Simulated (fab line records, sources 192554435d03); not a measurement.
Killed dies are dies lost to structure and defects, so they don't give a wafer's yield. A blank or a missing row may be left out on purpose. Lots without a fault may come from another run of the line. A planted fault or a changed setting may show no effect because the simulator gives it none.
fab line records | flow n5_finfet
record lots=4 wafers=12 last_day=16
route steps=1938 shown MOL_CONTACT_COAG@624 BEOL_M0_SAQP@632 BEOL_M4@1111 PASSIVATION@1936
lots that met no fault: from a run of the same line without faults
start_h: hours from the record's first day to the start of the lot's first wafer shown | wait_h: hours since the lot's step before | " the same as in the row above | L1.1+2: a row that stands for several wafers | - no value, or no start given | * or withheld: withheld | < > ~ a bound
route shown NAME@n: a module of which the file shows steps, and the number in the route of the first | usual: mean/standard deviation of fault-free wafers | same: alike in all rows | chamber/n: place in a boat | sites: the reading at each site | _std_site: their standard deviation | _edge_site: outer sites' mean less inner sites' | radius_mm: how far each site lies from the wafer's centre | mask NAME#n: copy n | behind: the tool/chamber that last shaped the wafer | hold: why the lot was held/for how many hours/how that ended | device: the transistor (n, p or np) that didn't switch | end of line: the same wafers' tests at the end of the route | a step without rows: its recipe alone | killed: dies lost to structure and defects at the first sort, not the wafer's yield | map: a wafer's dies, x killed, . not, _ none there
set.NAME: the setting as run; set.NAME@STEP: as run at that earlier step | model.NAME: the simulator's own value behind a step, which no gauge read
lots at some steps of the route; a table a step, a row a wafer
services: from which hour (start_h, from the record's first day; less than 0 if before it) a tool's chamber was out of use, for how many hours, and why
## steps
# step N5_MOL_CONTACT_COAG_CVD_140
# recipe material=W target_thk_a=665 mode=selective_fill temp_c=300 time_s=215
# step N5_MOL_CONTACT_COAG_PRECLEAN_127
# recipe chemistry=DIW time_s=57.5 temp_c=23
# step N5_MOL_CONTACT_COAG_SRD_128
# recipe dry_time_s=32 dry=n2_spin spin_rpm=1500
# step N5_MOL_CONTACT_COAG_CMP_52
# recipe stop_on=SiO2 t_overpolish_s=1.5 post_cmp_clean=w_dilute_nh4oh down_force_psi=4 platen_rpm=50.289 pad_velocity_m_s=1.0006 target_thk_nm=66.5
# step N5_MOL_CONTACT_COAG_ANNEAL_112
# recipe temp_c=400 time_s=1800 ambient=HPD2 pressure_atm=10
# step N5_BEOL_M0_SAQP_PECVD_00
# recipe material=SiCN target_thk_a=80 temp_c=withheld precursor=3MS/NH3 pressure_torr=3 rf_w=202 time_s=14
# step N5_BEOL_M0_SAQP_ILD_DEP_01
# recipe material=SiOC target_thk_a=454.19 temp_c=350 precursor=DEMS/O2 pressure_torr=5 rf_w=500 time_s=8.7
# step N5_BEOL_M0_SAQP_HM_DEP_02
# recipe material=TiN target_thk_a=120 temp_c=25 chamber_pressure_pa=0.49996
# step N5_BEOL_M0_SAQP_PECVD_03
# recipe material=SiCN target_thk_a=120 temp_c=withheld precursor=3MS/NH3 pressure_torr=3 rf_w=202 time_s=21.1
# step N5_BEOL_M0_SAQP_PECVD_96
# recipe material=a-Si target_thk_a=450 temp_c=350 precursor=SiH4/He pressure_torr=3 rf_w=100 time_s=45.2
# usual heater_power_w=631/94 run_length_s=81.3/0.55 showerhead_plenum_p_Torr=5.67/0.031 throttle_valve_pct=18.4/0.93
# columns lot.wafer tool chamber start_h wait_h heater_power_w run_length_s showerhead_plenum_p_Torr throttle_valve_pct model.a-Si_of_BEOL_M0_SAQP_PECVD_96.thk_nm
L958.1 pecvd-01 2 109.29 0.0 549 81.3 5.66 18.1 44.8
L958.5 " 0 " " 611 80.4 5.61 17.1 46.2
L958.6 " 2 " " 541 81.3 5.65 17.9 46.2
L967.1 pecvd-01 1 159.41 0.0 577 80.2 5.66 18.5 43.2
L967.4 " 1 " " 569 82.2 5.68 18.3 45.4
L967.5 " 0 " " 588 80.4 5.61 17.0 45.8
L969.4 pecvd-01 2 171.59 0.0 504 81.1 5.66 17.8 46
L969.5 " 1 " " 513 81.9 5.66 18.6 45.8
L969.6 " 0 " " 589 78.8 5.62 17.2 44
L974.1 pecvd-04 2 203.70 0.0 592 81.4 5.64 17.7 44.6
L974.5 " 1 " " 627 80.7 5.72 18.5 45.2
L974.6 " 2 " " 575 81.2 5.64 17.6 45.4
# step N5_BEOL_M0_SAQP_PECVD_97
# recipe material=SiNx target_thk_a=230 temp_c=350 precursor=SiH4/NH3/N2 pressure_torr=1.5 rf_w=300 time_s=19.9
# step N5_BEOL_M0_SAQP_PECVD_04
# recipe material=a-Si target_thk_a=600 temp_c=350 precursor=SiH4/He pressure_torr=3 rf_w=100 time_s=60.2
# step N5_BEOL_M0_SAQP_HM_DEP_111
# recipe material=SiO2 target_thk_a=120 temp_c=400 precursor=SiH4/N2O pressure_torr=0.75 rf_w=275 time_s=7.2
# step N5_BEOL_M0_SAQP_COAT_81
# recipe resist=SOC temp_c=250 time_s=60 spin_rpm=1500 resist_thk_nm=100
# step N5_BEOL_M0_SAQP_COAT_82
# recipe resist=SiARC temp_c=220 time_s=60 spin_rpm=1500 resist_thk_nm=30
# step N5_BEOL_M0_SAQP_COAT_08
# recipe resist=CAR-ArF spin_rpm=1500 resist_thk_nm=90
# step N5_BEOL_M0_SAQP_EBR_10
# recipe solvent=PGMEA ebr_width_mm=1.5
# step N5_BEOL_M0_SAQP_SOFTBAKE_09
# recipe temp_c=110 time_s=60 resist=CAR-ArF
# step N5_BEOL_M0_SAQP_EXPOSE_11
# recipe mask_id=M0_CORE na=1.35 source_shape=dipole sigma_inner=0.538 sigma_outer=0.738 polarization=te target_cd_nm=42 dose_mj=55
# step N5_BEOL_M0_SAQP_PEB_12
# recipe peb_temp_c=withheld peb_time_s=60 resist=CAR-ArF
# step N5_BEOL_M0_SAQP_DEVELOP_13
# recipe develop_time_s=30 developer=TMAH resist=CAR-ArF dev_temp_c=23 rinse_liquid=diw dry=air_spin
# step N5_BEOL_M0_SAQP_DESCUM_19
# recipe chemistry=O2 time_s=7.9 source_power_w=50 bias_power_w=20 pressure_mtorr=20 rf_frequency_hz=2.712e+07 temp_c=40 resist=CAR-ArF o2_flow_sccm=225
# step N5_BEOL_M0_SAQP_ETCH_83
# recipe chemistry=CF4 target=SiARC target_depth_a=390 mask_material=CAR-ArF time_s=65 ion_energy_ev=80 pressure_mtorr=40 source_w=545 bias_w=36 Ar_flow_sccm=100 cf4_flow_sccm=100 ends=cleared
# step N5_BEOL_M0_SAQP_ETCH_84
# recipe chemistry=N2/H2 target=SOC target_depth_a=1000 overetch_a=200 mask_material=SiARC temp_c=40 time_s=150 ion_energy_ev=200 pressure_mtorr=30 source_w=840 bias_w=150 n2_flow_sccm=200 h2_flow_sccm=200
# step N5_BEOL_M0_SAQP_STRIP_80
# recipe chemistry=N2/H2 temp_c=40 n2_flow_sccm=200 h2_flow_sccm=200 rf_frequency_hz=6e+07
# step N5_BEOL_M0_SAQP_HM_OPEN_112
# recipe chemistry=CHF3/O2 target=SiO2 stop_on=a-Si target_depth_a=120 over_etch_frac=1.25 mask_material=SOC time_s=13.5 pressure_mtorr=30 source_w=650 bias_w=170 Ar_flow_sccm=200 CHF3_flow_sccm=50 O2_flow_sccm=5 ion_energy_ev=200 ends=end_point
# step N5_BEOL_M0_SAQP_STRIP_113
# recipe chemistry=CHF3/O2 resist=SiARC rf_frequency_hz=6e+07
# step N5_BEOL_M0_SAQP_MANDREL_ETCH_20
# recipe target_depth_a=600 chemistry=HBr/Cl2 target=a-Si stop_on=SiNx bt_time_s=10 mask_material=SOC over_etch_frac=0.5 time_s=30 pressure_mtorr=10 icp_w=800 bias_w=75 HBr_flow_sccm=150 Cl2_flow_sccm=80 ends=end_point
# step N5_BEOL_M0_SAQP_STRIP_86
# recipe chemistry=N2/H2 power_w=500 temp_c=40 pressure_mtorr=50 rf_frequency_hz=6e+07 overash_fraction=0.3 bias_power_w=28 h2_frac=0.5 n2_flow_sccm=300 h2_flow_sccm=300
# step N5_BEOL_M0_SAQP_STRIP_115
# recipe chemistry=post_etch_residue_remover time_s=60 temp_c=25 remover_ph=withheld remover_water_wt_pct=withheld remover_fluoride_wt_pct=withheld
# step N5_BEOL_M0_SAQP_SRD_93
# recipe dry=ipa_marangoni time_s=30 temp_c=23 rinse_liquid=diw
# step N5_BEOL_M0_SAQP_RECESS_114
# recipe chemistry=HF/NH3 target=SiO2 target_depth_a=144 afs_cycles=3 temp_c=30 sublimation_temp_c=180 sublimation_time_s=60
# step N5_BEOL_M0_SAQP_SPACER1_ALD_98
# recipe material=SiO2 target_thk_a=128 temp_c=300 ald_precursor_family=BDEAS ald_co_reactant=O2-plasma pulse_time_s=1 purge_time_s=2 co_reactant_purge_time_s=2 ald_cycles=138 pressure_torr=2
# step N5_BEOL_M0_SAQP_SPACER1_ETCHBACK_99
# recipe chemistry=CHF3/O2 mode=anisotropic_etchback target=SiO2 target_depth_a=154 time_s=7.7 pressure_mtorr=30 source_w=650 bias_w=170 Ar_flow_sccm=200 CHF3_flow_sccm=50 O2_flow_sccm=5 ion_energy_ev=200
# step N5_BEOL_M0_SAQP_MANDREL1_REMOVE_100
# recipe chemistry=HBr/Cl2/O2 bt_time_s=10 target=a-Si stop_on=SiNx endpoint=OES-SiCl over_etch_frac=0.85 icp_w=600 bias_w=30 HBr_flow_sccm=150 Cl2_flow_sccm=80 O2_flow_sccm=5 pressure_mtorr=10
# step N5_BEOL_M0_SAQP_MANDREL_ETCH_103
# recipe chemistry=HBr/Cl2 target=a-Si target_depth_a=450 bt_time_s=10 stop_on=SiCN mask_material=SiO2 over_etch_frac=0.8 time_s=27 pressure_mtorr=10 icp_w=800 bias_w=75 HBr_flow_sccm=150 Cl2_flow_sccm=80 ends=end_point
# usual drypump_motor_current_A=5.87/0.26 oes_product_au=0.682/0.013 throttle_valve_pct=35.5/0.31
# columns lot.wafer tool chamber start_h wait_h drypump_motor_current_A oes_product_au rf_hours_counter_h throttle_valve_pct model.etch.depth_nm
L958.1 rie_si-03 2 111.88 0.0 6.28 0.674 67 35.2 44.74
L958.5 " 1 " " 5.89 0.694 - 35.6 46.19
L958.6 " 0 " " 5.87 0.690 - 35.1 46.1
L967.1 rie_si-05 3 163.28 0.0 5.78 0.665 88 35.4 43.14
L967.4 " 0 " " 6.02 0.707 7 35.3 45.36
L967.5 " 0 " " 5.98 0.706 - 35.3 45.89
L969.4 rie_si-05 3 174.04 0.0 5.78 0.691 89 35.4 46.08
L969.5 " 3 " " 5.77 0.692 - 35.4 45.87
L969.6 " 0 " " 6.03 0.689 - 35.3 43.9
L974.1 rie_si-05 3 206.64 0.0 5.78 0.673 89 35.4 44.61
L974.5 " 1 " " 5.68 0.671 - 35.8 45.3
L974.6 " 2 " " 5.65 0.693 - 35.7 45.41
# step N5_BEOL_M0_SAQP_SPACER2_ETCHBACK_27
# recipe chemistry=CHF3/O2 mode=anisotropic_etchback target=SiO2 target_depth_a=225 time_s=11.25 pressure_mtorr=30 source_w=650 bias_w=170 Ar_flow_sccm=200 CHF3_flow_sccm=50 O2_flow_sccm=5 ion_energy_ev=200
# usual drypump_motor_current_A=5.4/0.39 oes_product_au=0.79/0.076 rf_vpp_V=525/6.4 showerhead_plenum_p_Torr=2.41/0.047 throttle_valve_pct=18.90/0.24
# columns lot.wafer tool chamber start_h wait_h drypump_motor_current_A oes_product_au rf_hours_counter_h rf_vpp_V showerhead_plenum_p_Torr throttle_valve_pct model.a-Si_of_BEOL_M0_SAQP_PECVD_96.thk_nm
L958.1 rie_diel-05 0 113.26 0.3 4.9 0.70 199 517 2.40 19.17 42.6
L958.5 " 1 " " 4.9 0.89 - 529 2.36 18.63 44
L958.6 " 0 " " 4.9 0.70 - 517 2.40 19.15 44
L967.1 rie_diel-05 2 167.76 0.3 5.9 0.82 97 521 2.43 19.21 41
L967.4 " 3 " " 5.4 0.75 124 536 2.43 18.68 43.2
L967.5 " 3 " " 5.4 0.77 - 537 2.43 18.69 43.8
L969.4 rie_diel-05 0 175.42 0.3 4.9 0.69 218 517 2.39 19.17 44
L969.5 " 2 " " 5.9 0.82 - 521 2.43 19.20 43.6
L969.6 " 1 " " 4.9 0.87 - 528 2.35 18.64 41.8
L974.1 rie_diel-05 2 208.38 0.3 5.8 0.80 109 522 2.42 19.20 42.4
L974.5 " 3 " " 5.4 0.76 - 537 2.42 18.68 43.2
L974.6 " 2 " " 5.8 0.80 - 522 2.42 19.22 43.2
# step N5_BEOL_M4_RC_MEAS_101
# usual DIBL_N=36.2/1.2 DIBL_P=36.3/1.3 IOFF_N=0.155/0.019 IOFF_P=0.210/0.029 ION_N=677/8.6 ION_P=465/6.8 SS_N=71.4/0.48 SS_P=73.2/0.53 VT_N=249.9/2.4 VT_P=-250/3.2
# columns lot.wafer tool chamber start_h wait_h DIBL_N[mV/V] DIBL_P[mV/V] IOFF_N[nA/um] IOFF_P[nA/um] ION_N[uA/um] ION_P[uA/um] SS_N[mV/dec] SS_P[mV/dec] VT_N[mV] VT_P[mV]
L958.1 prober-02 0 158.27 0.0 36.7 37.5 0.172 0.218 680 469 71.5 73.3 249.2 -250
L958.5 " 0 " " 37.2 37.8 0.173 0.225 686 469 71.9 72.9 251.2 -250
L958.6 " 0 " " 37.2 37.5 0.171 0.211 678 466 71.6 72.8 249.5 -249
L967.1 prober-01 0 224.71 0.0 35.5 35.7 0.157 0.227 673 466 71.4 73.1 249.2 -245
L967.4 " 0 " " 36.1 37.2 0.177 0.255 683 477 71.6 73.7 248.7 -246
L967.5 " 0 " " 36.0 36.2 0.164 0.232 676 465 70.9 73.2 249.0 -246
L969.4 prober-01 0 254.03 0.5 36.9 36.8 0.174 0.242 679 470 71.8 73.6 248.2 -248
L969.5 " 0 " " 37.3 37.2 0.191 0.256 685 471 71.7 74.4 246.6 -248
L969.6 " 0 " " 34.5 34.0 0.137 0.197 658 461 71.2 72.6 249.8 -251
L974.1 prober-01 0 280.71 0.0 35.1 35.7 0.141 0.174 672 456 71.4 73.3 253.6 -255
L974.5 " 0 " " 34.8 34.8 0.125 0.171 658 455 71.3 73.1 253.4 -255
L974.6 " 0 " " 35.8 35.9 0.143 0.172 659 451 72.1 72.5 250.9 -257
# step N5_PASSIVATION_PROBE_49
# usual defect_limited_yield=91.2/1.4 killed_at_M0_to_M3=34/10 killed_at_M4_up=13/5.1 killed_at_contacts=12/6.5 killed_at_front_end=41/11 killed_at_other=4/3.3 killed_dies=104/16 killed_open=69/13 killed_short=33/7 sort_bin_5_function=5.1/0.91 sort_bin_6_memory=3.3/0.69 sort_n_pass=1076/16 sort_yield_pct=91.2/1.4
# same gross_dies=1180 killed_at_back_side=0 sort_bin_4_leakage[%]=0 sort_bin_8_speed[%]=0
# columns lot.wafer tool chamber start_h wait_h defect_limited_yield[%] killed_at_M0_to_M3 killed_at_M4_up killed_at_contacts killed_at_front_end killed_at_other killed_dies killed_open killed_short sort_bin_5_function[%] sort_bin_6_memory[%] sort_n_pass sort_yield_pct[%]
L969.4 prober-02 - 356.74 0.2 91.0 42 12 5 46 1 106 63 37 4.8 3.2 1074 91.0
L969.5 prober-02 - 356.79 0.2 91.0 35 24 15 32 0 106 72 34 5.3 3.5 1074 91.0
L969.6 prober-02 - 356.84 0.3 91.0 33 15 17 40 1 106 89 17 6.1 2.8 1074 91.0
L974.1 prober-02 - 376.53 0.0 92.6 29 11 19 24 4 87 63 24 3.4 3.9 1093 92.6
L974.5 prober-02 - 376.73 0.2 91.4 37 17 14 32 1 101 63 38 5.3 2.9 1079 91.4
L974.6 prober-02 - 376.78 0.3 94.1 17 14 14 22 3 70 48 22 3.4 2.2 1110 94.1
# killed by level:class
L969.4 BEOL_M1:geometric_particle:open=13 BEOL_M0_SAQP:geometric_particle:short=11 FIN_SAQP:geometric_particle:short=10 STI_FIN_REVEAL:geometric_particle:open=8 BEOL_M0_SAQP:geometric_particle:open=8 FIN_SAQP:geometric_particle:open=7 BEOL_M4:geometric_particle:open=6 HKMG_FIN:area_etch=6
L969.5 BEOL_M4:geometric_particle:open=14 BEOL_M3:geometric_particle:open=12 MOL_CONTACT_COAG:geometric_particle:open=11 FIN_SAQP:geometric_particle:short=7 BEOL_M1:geometric_particle:open=6 FIN_SAQP:geometric_particle:open=5 STARTING-WAFER:geometric_particle:short=5 STI_FIN_REVEAL:geometric_particle:open=4
L969.6 MOL_CONTACT_COAG:geometric_particle:open=16 STI_FIN_REVEAL:geometric_particle:open=12 BEOL_M4:geometric_particle:open=12 BEOL_M3:geometric_particle:open=11 BEOL_M2:geometric_particle:open=9 FIN_SAQP:geometric_particle:open=6 BEOL_M0_SAQP:geometric_particle:open=6 DUMMY_GATE:geometric_particle:open=4
L974.1 MOL_CONTACT_COAG:geometric_particle:open=16 BEOL_M0_SAQP:geometric_particle:open=13 GATE_CUT:geometric_particle:short=5 BEOL_M0_SAQP:geometric_particle:short=5 BEOL_M2:geometric_particle:open=5 DUMMY_GATE:geometric_particle:open=4 STI_FIN_REVEAL:geometric_particle:open=3 GATE_CUT:geometric_particle:open=3
L974.5 MOL_CONTACT_COAG:geometric_particle:open=11 BEOL_M0_SAQP:geometric_particle:open=10 BEOL_M0_SAQP:geometric_particle:short=10 BEOL_M3:geometric_particle:open=8 BEOL_M4:geometric_particle:open=7 GATE_CUT:geometric_particle:short=6 STI_FIN_REVEAL:geometric_particle:open=5 BEOL_M2:geometric_particle:open=5
L974.6 MOL_CONTACT_COAG:geometric_particle:open=11 BEOL_M4:geometric_particle:open=8 BEOL_M3:geometric_particle:open=6 STI_FIN_REVEAL:geometric_particle:open=4 BEOL_M0_SAQP:geometric_particle:short=4 FIN_SAQP:geometric_particle:open=3 MOL_CONTACT_COAG:geometric_particle:short=3 BEOL_M0_SAQP:geometric_particle:open=3
## services
# columns tool chamber start_h hours kind
pecvd-01 0 100.30 2.1 scheduled_down
rie_si-03 - 106.36 0.2 repair
pecvd-04 0 106.70 2.1 scheduled_down
pecvd-01 1 108.38 5.5 scheduled_down
rie_si-05 - 108.66 0.3 repair
rie_si-05 3 108.97 2.1 repair
rie_si-05 - 111.27 14.6 pm
pecvd-01 0 130.82 18.9 repair
pecvd-01 2 152.71 5.5 scheduled_down
pecvd-04 - 158.24 2.8 pm
pecvd-01 - 168.97 1.6 repair
rie_diel-05 3 175.74 3.6 repair
pecvd-04 - 184.15 6.0 pm
## key
first_sign step=N5_BEOL_M0_SAQP_PECVD_96 reading=run_length_s direction=down sigmas=3.3 usual=* struck=*
effect none on later readings
model_effect step=N5_BEOL_M0_SAQP_PECVD_96 value=a-Si_of_BEOL_M0_SAQP_PECVD_96.thk_nm without=45.4 struck=43.6
model_effect step=N5_BEOL_M0_SAQP_MANDREL_ETCH_103 value=etch.depth_nm without=45.48 struck=43.52
model_effect step=N5_BEOL_M0_SAQP_SPACER2_ETCHBACK_27 value=a-Si_of_BEOL_M0_SAQP_PECVD_96.thk_nm without=43.3 struck=41.4
met_at N5_BEOL_M0_SAQP_PECVD_96
struck_wafers L967.1,L969.6
onset_between 109.29 159.41
fault kind=process_parameter_drift tool=pecvd-01 chamber=- onset_h=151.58 steps=N5_BEOL_M0_SAQP_PECVD_96 channel=time_s offset=* shape=step end_h=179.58 scope=struck_wafers_only acts_in=* stated=*
